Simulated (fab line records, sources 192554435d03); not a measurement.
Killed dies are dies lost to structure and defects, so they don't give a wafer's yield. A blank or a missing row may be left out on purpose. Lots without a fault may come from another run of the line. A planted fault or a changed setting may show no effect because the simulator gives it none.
Chamber matching | flow n5_finfet | N5_BEOL_M8_DESCUM_33 on rie_diel-01: 4 sister chambers
The step chemistry O2, time 7 s. 20 wafers are shown with their chamber, then 10 later ones without.

WAFERS WITH THEIR CHAMBER
wafer  | chamber | throttle_valve_pct (%) | showerhead_plenum_p_Torr (Torr) | oes_product_au (a.u.)
L076.1 | 1       | 20.29                  | 2.12                            | 0.89
L076.4 | 2       | 20.63                  | 2.11                            | 0.79
L076.6 | 0       | 20.53                  | 2.11                            | 0.82
L078.2 | 1       | 20.30                  | 2.11                            | 0.87
L078.4 | 0       | 20.53                  | 2.11                            | 0.82
L078.6 | 1       | 20.30                  | 2.11                            | 0.87
L080.1 | 3       | 20.62                  | 2.06                            | 0.72
L080.3 | 2       | 20.66                  | 2.11                            | 0.77
L080.5 | 1       | 20.28                  | 2.11                            | 0.86
L079.2 | 0       | 20.56                  | 2.11                            | 0.81
L079.3 | 2       | 20.64                  | 2.11                            | 0.78
L079.5 | 3       | 20.63                  | 2.06                            | 0.73
L088.2 | 0       | 20.57                  | 2.10                            | 0.79
L088.3 | 1       | 20.31                  | 2.11                            | 0.85
L088.4 | 3       | 20.63                  | 2.06                            | 0.72
L089.1 | 3       | 20.66                  | 2.05                            | 0.70
L089.4 | 0       | 20.59                  | 2.10                            | 0.78
L089.6 | 3       | 20.65                  | 2.05                            | 0.71
L090.3 | 1       | 20.33                  | 2.11                            | 0.84
L090.4 | 3       | 20.67                  | 2.05                            | 0.71

SIGNATURES (means of the wafers above)
reading                  | chamber 0 | chamber 1 | chamber 2 | chamber 3 | scatter within a chamber
throttle_valve_pct       | 20.5560   | 20.3017   | 20.6433   | 20.6433   | 0.0203
showerhead_plenum_p_Torr | 2.1060    | 2.1117    | 2.1100    | 2.0550    | 0.0047
oes_product_au           | 0.8040    | 0.8633    | 0.7800    | 0.7150    | 0.015
Rule: a wafer's distance from a chamber is the root of the sum, over the readings, of the square of ((its reading less the chamber's mean) divided by the reading's scatter). The wafer belongs to the nearest chamber; if the next one is less than 2 further off, it can't be placed. The scatter: the root of (the sum of the squares of (reading less its chamber's mean) over the shown wafers, divided by (wafers less chambers)).

WAFERS WITHOUT THEIR CHAMBER
wafer  | throttle_valve_pct (%) | showerhead_plenum_p_Torr (Torr) | oes_product_au (a.u.)
L090.6 | 20.59                  | 2.10                            | 0.78
L092.3 | 20.34                  | 2.10                            | 0.83
L092.5 | 20.66                  | 2.10                            | 0.75
L092.6 | 20.34                  | 2.10                            | 0.83
L093.2 | 20.66                  | 2.05                            | 0.71
L093.3 | 20.33                  | 2.10                            | 0.83
L093.4 | 20.69                  | 2.10                            | 0.75
L096.1 | 20.68                  | 2.10                            | 0.74
L096.2 | 20.61                  | 2.09                            | 0.77
L096.5 | 20.68                  | 2.05                            | 0.70

WHICH CHAMBER EACH WENT THROUGH
wafer  | from the rows above     | in truth
L090.6 | can't be placed: 0 or 2 | 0
L092.3 | 1                       | 1
L092.5 | 2                       | 2
L092.6 | 1                       | 1
L093.2 | 3                       | 3
L093.3 | 1                       | 1
L093.4 | 2                       | 2
L096.1 | 2                       | 2
L096.2 | can't be placed: 2 or 0 | 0
L096.5 | 3                       | 3
Placed correctly: 8 of 10. Can't be placed from these rows: 2 (the true chamber is among the candidates in 2). Placed wrongly: 0.
